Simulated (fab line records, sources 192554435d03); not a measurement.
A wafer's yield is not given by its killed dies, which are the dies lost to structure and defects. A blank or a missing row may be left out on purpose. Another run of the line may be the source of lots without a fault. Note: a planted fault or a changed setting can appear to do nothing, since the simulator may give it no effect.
Chamber matching :: flow n5-finfet :: 4 sister chambers for N5_BEOL_M0_SAQP_ALD_48 on ald-sin-01
The step deposits SiO2, target thk 20 nm, pulse time 1 s, co reactant pulse time 1 s. 4 wafers are shown with their chamber, then 8 later ones without.

== WAFERS WITH THEIR CHAMBER ==
wafer: L083.1
chamber: 3
heater-power-w (W): 84

wafer: L088.4
chamber: 2
heater-power-w (W): 81

wafer: L091.5
chamber: 0
heater-power-w (W): 81

wafer: L092.1
chamber: 1
heater-power-w (W): 63

== WAFERS WITHOUT THEIR CHAMBER ==
wafer: L092.4
heater-power-w (W): 83

wafer: L092.6
heater-power-w (W): 83

wafer: L093.3
heater-power-w (W): 65

wafer: L093.4
heater-power-w (W): 82

wafer: L093.6
heater-power-w (W): 79

wafer: L096.2
heater-power-w (W): 81

wafer: L096.4
heater-power-w (W): 78

wafer: L096.5
heater-power-w (W): 84

== WHICH CHAMBER EACH ONE RAN IN ==
wafer: L092.4
from the rows above: can't be placed: 3 or 0 or 2
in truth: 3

wafer: L092.6
from the rows above: can't be placed: 3 or 0 or 2
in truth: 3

wafer: L093.3
from the rows above: 1
in truth: 1

wafer: L093.4
from the rows above: can't be placed: 0 or 2 or 3
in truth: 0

wafer: L093.6
from the rows above: can't be placed: 0 or 2 or 3
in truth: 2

wafer: L096.2
from the rows above: can't be placed: 0 or 2 or 3
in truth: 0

wafer: L096.4
from the rows above: can't be placed: 0 or 2 or 3
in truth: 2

wafer: L096.5
from the rows above: can't be placed: 3 or 0 or 2
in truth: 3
Placed correctly: 1 of 8. Can't be placed from these rows: 7 (the true chamber is among the candidates in 7). Wrongly placed: 0.
How it was worked out, from the rows above alone: a wafer's distance from a chamber is the root of the sum, over the readings, of the square of ((its reading less the chamber's mean) divided by the reading's scatter). The wafer belongs to the nearest chamber; if the next one is less than 2 further off, it can't be placed. The mean given for a chamber averages the wafers shown for that chamber. The scatter (one wafer shown for each chamber): square how far every hidden wafer sits from the nearest shown wafer, average those squares and take the square root.
